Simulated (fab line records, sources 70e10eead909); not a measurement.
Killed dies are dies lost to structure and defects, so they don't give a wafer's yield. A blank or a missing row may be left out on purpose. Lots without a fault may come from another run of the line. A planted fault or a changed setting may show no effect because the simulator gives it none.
A struck lot beside a sound one | flow nand_harc | 26 steps out of a route of 1159
Sound: wafers L393.2, L393.4, L393.5. Struck: wafer L406.1. (L406.2, L406.6 of the same lot were not struck and are left out.) The cause comes at the end.
At each step with rows: each side's tool, then ch and its chambers, then its first start. Under that, the readings that differ: sound wafers | struck wafers | difference of the means | sigmas: that difference in standard deviations of wafers without a fault.
alike: readings whose means differ by less than 2 such deviations, and words and numbers that are the same on both sides. not compared: withheld readings, readings that some wafer has no value for, bounds like >300 that may hide the same value, and numbers for which the record gives no deviation and whose values overlap.
The two part at a step that has a row with sigmas, a row that says differs or no value, or rows on one side only. Numbers that don't overlap but have no deviation are shown without sigmas and don't part them. A reading that every wafer of one side lacks parts them only if that side has two wafers or more.

first, 1 step without rows for these wafers: NHARC_P_M1_PRE_CLEAN_30 (time 30 s).
NHARC_P_M1_PVD_20: deposits TaN, target thk 5 nm, time 8.06 s.
  sound on pvd_sputter-03; struck on pvd_sputter-03
  alike: throttle_valve_pct
then, 3 steps without rows for these wafers: NHARC_P_M1_PVD_21 (deposits Cu, target thk 30 nm, time 20.49 s); NHARC_P_M1_ECD_22 (material Cu, target thk 400 nm); NHARC_P_M1_ANNEAL_31 (time 90 s).
NHARC_P_M1_CMP_23: polishes, t overpolish 20 s, target thk 157.82 nm.
  sound on cmp-02 ch 0,3, day 6 21:14; struck on cmp-02 ch 3, day 10 05:04
  alike: edge_zone_pressure_frac, motor_current_A, time_to_endpoint_s
NHARC_P_M1_THK_MEAS_24: measures by xrf.
  sound on film_metro-01, day 6 21:33; struck on film_metro-02, day 10 05:22
  alike: thk_nm
then, 1 step without rows for these wafers: NHARC_P_M1_SRD_25.
NHARC_P_M1_INSPECT_27:
  sound on defect_inspect-02, day 6 21:42; struck on defect_inspect-01, day 10 05:31
  reading          | sound       | struck | difference | sigmas
  raw_defect_count | 427 407 439 | 183    | -241       | -2
NHARC_P_M1_PRE_CLEAN_32: time 12 s.
  sound on pecvd-03 ch 1,2, day 6 21:49; struck on pecvd-01 ch 0, day 10 05:35
  alike: heater_power_w, rf_fwd_power_W
NHARC_P_M1_DEP_33: deposits SiCN, target thk 30 nm.
  sound on pecvd-03 ch 1,2, day 6 21:54; struck on pecvd-01 ch 0, day 10 05:40
  alike: heater_power_w, rf_fwd_power_W, showerhead_vpp_V
NHARC_P_M2_DEP_00: deposits SiOC, target thk 182.5 nm.
  sound on pecvd-03 ch 0,1, day 6 22:20; struck on pecvd-01 ch 1, day 10 06:03
  alike: rf_fwd_power_W, showerhead_vpp_V
then, 9 steps without rows for these wafers: NHARC_P_M2_DEHYDRATE_01 (time 120 s); NHARC_P_M2_HMDS_02 (time 30 s); NHARC_P_M2_COAT_34 (time 65 s); NHARC_P_M2_COAT_03 (resist thk 90 nm); NHARC_P_M2_SOFTBAKE_04 (time 55 s); NHARC_P_M2_EBR_05; NHARC_P_M2_EXPOSE_06 (exposes mask P M2, target cd 170 nm); NHARC_P_M2_PEB_07 (peb time 65 s); NHARC_P_M2_DEVELOP_08 (develop time 35 s).
NHARC_P_M2_CD_MEAS_09: target cd 170 nm.
  sound on cd_sem-01 ch 0, day 6 23:10; struck on cd_sem-01 ch 0, day 10 06:53
  alike: cd_nm
NHARC_P_M2_OVL_MEAS_10: pitch 340 nm.
  sound on overlay-01, day 6 23:14; struck on overlay-01, day 10 06:58
  alike: overlay_x_nm, overlay_y_nm
NHARC_P_M2_INSPECT_11:
  sound on defect_inspect-02, day 6 23:17; struck on defect_inspect-02, day 10 07:02
  reading          | sound | struck | difference | sigmas
  raw_defect_count | 9 4 3 | 1176   | +1171      | +99 or more
NHARC_P_M2_DESCUM_14: chemistry O2, time 3 s.
  sound on rie_diel-05 ch 1,3, day 6 23:22; struck on rie_diel-05 ch 3, day 10 07:05
  alike: drypump_motor_current_A, oes_product_au, rf_vpp_V, showerhead_plenum_p_Torr, throttle_valve_pct
  not compared: rf_hours_counter_h
-- the record jumps here: 13 days lie between the struck wafers' starts before and after (it left off in module P_M2 and takes up again in module END, whose first step shown is number 1159 of the route) --
NHARC_END_SORT_01:
  the record has rows for the struck wafers here (prober-02 ch 0, day 23 16:05) and none for the sound ones

WHERE THEY PART
First at NHARC_P_M1_INSPECT_27; last, within this record, at NHARC_END_SORT_01.

WHY: what the simulator had put in
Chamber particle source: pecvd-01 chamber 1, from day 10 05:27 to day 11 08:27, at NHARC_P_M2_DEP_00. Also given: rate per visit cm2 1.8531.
